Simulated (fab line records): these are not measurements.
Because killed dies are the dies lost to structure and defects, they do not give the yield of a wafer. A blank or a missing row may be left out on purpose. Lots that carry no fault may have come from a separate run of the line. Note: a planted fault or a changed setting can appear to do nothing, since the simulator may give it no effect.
Matching of chambers	flow nand_harc	3 sister chambers for NHARC_A_M1_DEP_33 on pecvd-03
The step deposits SiCN, target thk 30 nm. 16 wafers are shown with their chamber, then 8 later ones without.

== WAFERS WITH THEIR CHAMBER ==
wafer	chamber	heater_power_w (W)
L077.1	1	514
L077.2	0	569
L077.5	0	576
L075.3	1	535
L075.4	1	536
L075.5	0	578
L080.2	2	570
L080.3	0	601
L080.5	0	612
L084.2	2	529
L084.4	0	526
L084.6	2	544
L082.3	2	548
L082.5	2	550
L082.6	1	520
L088.1	2	466

SIGNATURES (means of the wafers above)
reading	chamber 0	chamber 1	chamber 2	scatter within a chamber
heater_power_w	577.00	526.25	534.50	29.5
Rule: distance of a wafer from a chamber = root of the sum over the readings of ((wafer's reading minus chamber's mean) / reading's scatter) squared. The wafer belongs to the nearest chamber; if the next one is less than 2 further off, it can't be placed. The scatter: take each reading less its chamber's mean, square it, sum over the shown wafers, divide by the number of wafers less the number of chambers, and take the root.

== WAFERS MISSING THEIR CHAMBER ==
wafer	heater_power_w (W)
L088.2	525
L088.5	466
L094.1	541
L094.2	467
L094.3	516
L095.2	477
L095.3	526
L095.6	474

== CHAMBER TAKEN BY EACH ==
wafer	from the rows above	in truth
L088.2	can't be placed: 1 or 2 or 0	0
L088.5	can't be placed: 1 or 2 or 0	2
L094.1	can't be placed: 2 or 1 or 0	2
L094.2	can't be placed: 1 or 2 or 0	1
L094.3	can't be placed: 1 or 2 or 0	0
L095.2	can't be placed: 1 or 2 or 0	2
L095.3	can't be placed: 1 or 2 or 0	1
L095.6	can't be placed: 1 or 2 or 0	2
Correctly placed: 0 of 8. These rows do not allow placing 8 (true chamber among the candidates in 8). 0 placed wrongly.
